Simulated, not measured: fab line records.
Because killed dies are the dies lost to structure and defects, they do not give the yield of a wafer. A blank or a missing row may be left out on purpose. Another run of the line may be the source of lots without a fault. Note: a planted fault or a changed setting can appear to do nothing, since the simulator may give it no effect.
Chamber matching + flow n5_finfet + 3 sister chambers for N5_BEOL_M14_ILD_DEP_00 on pecvd-01
The step deposits SiO2 from TEOS/O2, target thk 1119.3 nm, time 237.4 s. 6 wafers are shown with their chamber, then 8 later ones without.

WAFERS, EACH WITH ITS CHAMBER
| wafer  | chamber | throttle_valve_pct (%) | showerhead_plenum_p_Torr (Torr) |
|--------|---------|------------------------|---------------------------------|
| L086.1 | 0       | 18.3                   | 8.31                            |
| L086.4 | 0       | 18.4                   | 8.30                            |
| L089.1 | 2       | 18.9                   | 8.42                            |
| L089.5 | 2       | 18.8                   | 8.39                            |
| L089.6 | 1       | 21.6                   | 8.30                            |
| L090.1 | 1       | 21.8                   | 8.29                            |

WAFERS WHOSE CHAMBER IS MISSING
| wafer  | throttle_valve_pct (%) | showerhead_plenum_p_Torr (Torr) |
|--------|------------------------|---------------------------------|
| L090.3 | 18.3                   | 8.29                            |
| L090.5 | 21.9                   | 8.30                            |
| L093.3 | 18.7                   | 8.42                            |
| L093.4 | 18.3                   | 8.30                            |
| L093.6 | 19.0                   | 8.40                            |
| L095.2 | 19.1                   | 8.40                            |
| L095.4 | 21.6                   | 8.30                            |
| L095.6 | 18.9                   | 8.41                            |

THE CHAMBER EACH PASSED THROUGH
| wafer  | from the rows above | in truth |
|--------|---------------------|----------|
| L090.3 | 0                   | 0        |
| L090.5 | 1                   | 1        |
| L093.3 | 2                   | 2        |
| L093.4 | 0                   | 0        |
| L093.6 | 2                   | 2        |
| L095.2 | 2                   | 2        |
| L095.4 | 1                   | 1        |
| L095.6 | 2                   | 2        |
8 of 8 placed correctly. Not placeable from these rows: 0. Wrongly placed: 0.
How it was worked out, from the rows above alone: a wafer's distance from a chamber is the root of the sum, over the readings, of the square of ((its reading less the chamber's mean) divided by the reading's scatter). If the next closest chamber is less than 2 further off than the closest, the wafer can't be placed; otherwise it belongs to the closest. For every chamber, the mean is computed from those of its wafers that are shown. The scatter: the root of (the sum of the squares of (reading less its chamber's mean) over the shown wafers, divided by (wafers less chambers)).
